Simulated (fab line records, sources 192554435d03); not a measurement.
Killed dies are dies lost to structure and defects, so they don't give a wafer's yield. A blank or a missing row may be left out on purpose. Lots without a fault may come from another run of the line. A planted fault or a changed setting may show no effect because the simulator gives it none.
A struck lot beside a sound one | flow n5_finfet | 14 steps out of a route of 1938
Sound: wafers L216.1, L216.3, L216.4. Struck: wafers L222.3, L222.4, L222.6. The cause comes at the end.
At each step with rows: each side's tool, then ch and its chambers, then its first start. Under that, the readings that differ: sound wafers | struck wafers | difference of the means | sigmas: that difference in standard deviations of wafers without a fault.
alike: readings whose means differ by less than 2 such deviations, and words and numbers that are the same on both sides. not compared: withheld readings, readings that some wafer has no value for, bounds like >300 that may hide the same value, and numbers for which the record gives no deviation and whose values overlap.
The two part at a step that has a row with sigmas, a row that says differs or no value, or rows on one side only. Numbers that don't overlap but have no deviation are shown without sigmas and don't part them. A reading that every wafer of one side lacks parts them only if that side has two wafers or more.

first, 1 step without rows for these wafers: N5_BEOL_M10_STRIP_68 (strips in N2/H2).
N5_BEOL_M10_STRIP_67: strips in CF4.
  sound on rie_diel-04 ch 0,1,2, day 12 07:26; struck on rie_diel-04 ch 1,2, day 13 14:08
  alike: drypump_motor_current_A, oes_product_au, rf_vpp_V, showerhead_plenum_p_Torr, throttle_valve_pct
  not compared: rf_hours_counter_h
N5_BEOL_M10_HM_OPEN_17: chemistry Cl2/BCl3, target TiN, target depth 20 nm, overetch 6 nm.
  sound on rie_metal-01 ch 0,1, day 12 07:29; struck on rie_metal-03 ch 0,1, day 13 14:13
  reading               | sound          | struck         | difference | sigmas
  oes_product_au (a.u.) | 0.53 0.57 0.54 | 0.71 0.67 0.72 | +0.15      | +2
  alike: drypump_motor_current_A, throttle_valve_pct
  not compared: rf_hours_counter_h
N5_BEOL_M10_STRIP_19: strips in O2.
  sound on rie_diel-05 ch 1,2,3, day 12 07:35; struck on rie_diel-02 ch 0,2,3, day 13 14:19
  alike: drypump_motor_current_A, o2_flow_sccm, oes_product_au, rf_vpp_V, showerhead_plenum_p_Torr, throttle_valve_pct
  not compared: rf_hours_counter_h
N5_BEOL_M10_CD_MEAS_18: pitch 140 nm, target cd 70 nm.
  sound on cd_sem-02, day 12 07:40; struck on cd_sem-01, day 13 14:24
  alike: cd_nm
then, 7 steps without rows for these wafers: N5_BEOL_M10_COAT_63 (time 60 s, resist thk 100 nm); N5_BEOL_M10_COAT_64 (time 60 s, resist thk 30 nm); N5_BEOL_M10_COAT_22 (resist thk 90 nm); N5_BEOL_M10_EBR_24; N5_BEOL_M10_SOFTBAKE_23 (time 60 s); N5_BEOL_M10_EXPOSE_25 (exposes mask V9); N5_BEOL_M10_PEB_26 (peb time 60 s).
N5_BEOL_M10_DEVELOP_27: develop time 30 s.
  sound on litho_track-02 ch 0, day 12 09:38; struck on litho_track-04, day 13 15:41
  no value came back on the struck wafers for chill_plate_temp_C (C), develop_time_s (s); on the sound wafers chill_plate_temp_C (C) reads 22.73 22.83 22.89
  reading                                       | sound      | struck       | difference | sigmas
  model.CAR-ArF_of_BEOL_M10_COAT_22.thk_nm (nm) | 88.2 88 88 | 90 89.8 89.6 | +2         |
N5_BEOL_M10_CD_MEAS_28: target cd 70 nm.
  sound on cd_sem-02 ch 0, day 12 09:41; struck on cd_sem-02 ch 0, day 13 15:44
  reading    | sound          | struck | difference                    | sigmas
  cd_nm (nm) | 70.1 71.1 70.6 | - - -  | no value on the struck wafers |

WHERE THEY PART
First at N5_BEOL_M10_HM_OPEN_17; last, within this record, at N5_BEOL_M10_CD_MEAS_28.

WHY: what the simulator had put in
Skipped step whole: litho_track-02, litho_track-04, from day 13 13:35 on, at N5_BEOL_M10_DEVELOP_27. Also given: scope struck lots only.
